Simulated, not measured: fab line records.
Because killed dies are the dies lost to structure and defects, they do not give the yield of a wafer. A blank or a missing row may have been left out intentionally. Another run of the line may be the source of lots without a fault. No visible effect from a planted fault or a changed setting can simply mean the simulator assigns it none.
Matching of chambers / flow n5-finfet / 4 sister chambers for N5_SD_EPI_N_LINER_46 on ald-sin-02
The step material SiNx, target thk 3 nm. 18 wafers are shown with their chamber, then 9 later ones without.

WAFERS PAIRED WITH THEIR CHAMBERS
wafer=L078.1; chamber=3; heater-power-w (W)=747
wafer=L078.3; chamber=1; heater-power-w (W)=1036
wafer=L078.5; chamber=1; heater-power-w (W)=1003
wafer=L080.1; chamber=1; heater-power-w (W)=1004
wafer=L080.3; chamber=2; heater-power-w (W)=843
wafer=L080.4; chamber=3; heater-power-w (W)=731
wafer=L081.1; chamber=2; heater-power-w (W)=844
wafer=L081.3; chamber=1; heater-power-w (W)=974
wafer=L081.5; chamber=3; heater-power-w (W)=721
wafer=L084.3; chamber=0; heater-power-w (W)=901
wafer=L084.4; chamber=2; heater-power-w (W)=844
wafer=L084.5; chamber=3; heater-power-w (W)=726
wafer=L086.1; chamber=2; heater-power-w (W)=832
wafer=L086.2; chamber=3; heater-power-w (W)=721
wafer=L086.5; chamber=3; heater-power-w (W)=731
wafer=L089.1; chamber=2; heater-power-w (W)=848
wafer=L089.2; chamber=1; heater-power-w (W)=1006
wafer=L089.4; chamber=0; heater-power-w (W)=880

SIGNATURES (means of the wafers above)
reading=heater-power-w; chamber 0=890.50; chamber 1=1004.60; chamber 2=842.20; chamber 3=729.50; scatter within a chamber=14
Rule: a wafer's distance from a chamber is the root of the sum, over the readings, of the square of ((its reading less the chamber's mean) divided by the reading's scatter). The wafer belongs to the nearest chamber; if the next one is less than 2 further off, it can't be placed. How the scatter is found: for the shown wafers, subtract from each reading the mean of its chamber, square and add these, divide the total by (wafers less chambers), then take the root.

WAFERS WITH NO CHAMBER GIVEN
wafer=L090.3; heater-power-w (W)=741
wafer=L090.4; heater-power-w (W)=850
wafer=L090.6; heater-power-w (W)=875
wafer=L093.2; heater-power-w (W)=898
wafer=L093.5; heater-power-w (W)=754
wafer=L093.6; heater-power-w (W)=844
wafer=L094.1; heater-power-w (W)=888
wafer=L094.4; heater-power-w (W)=898
wafer=L094.6; heater-power-w (W)=1017

THE CHAMBER EACH PASSED THROUGH
wafer=L090.3; from the rows above=3; in truth=3
wafer=L090.4; from the rows above=2; in truth=2
wafer=L090.6; from the rows above=can't be placed: 0 or 2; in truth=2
wafer=L093.2; from the rows above=0; in truth=0
wafer=L093.5; from the rows above=3; in truth=3
wafer=L093.6; from the rows above=2; in truth=2
wafer=L094.1; from the rows above=0; in truth=0
wafer=L094.4; from the rows above=0; in truth=0
wafer=L094.6; from the rows above=1; in truth=1
Correctly placed: 8 of 9. Can't be placed from these rows: 1 (the true chamber is among the candidates in 1). Placed wrongly: 0.
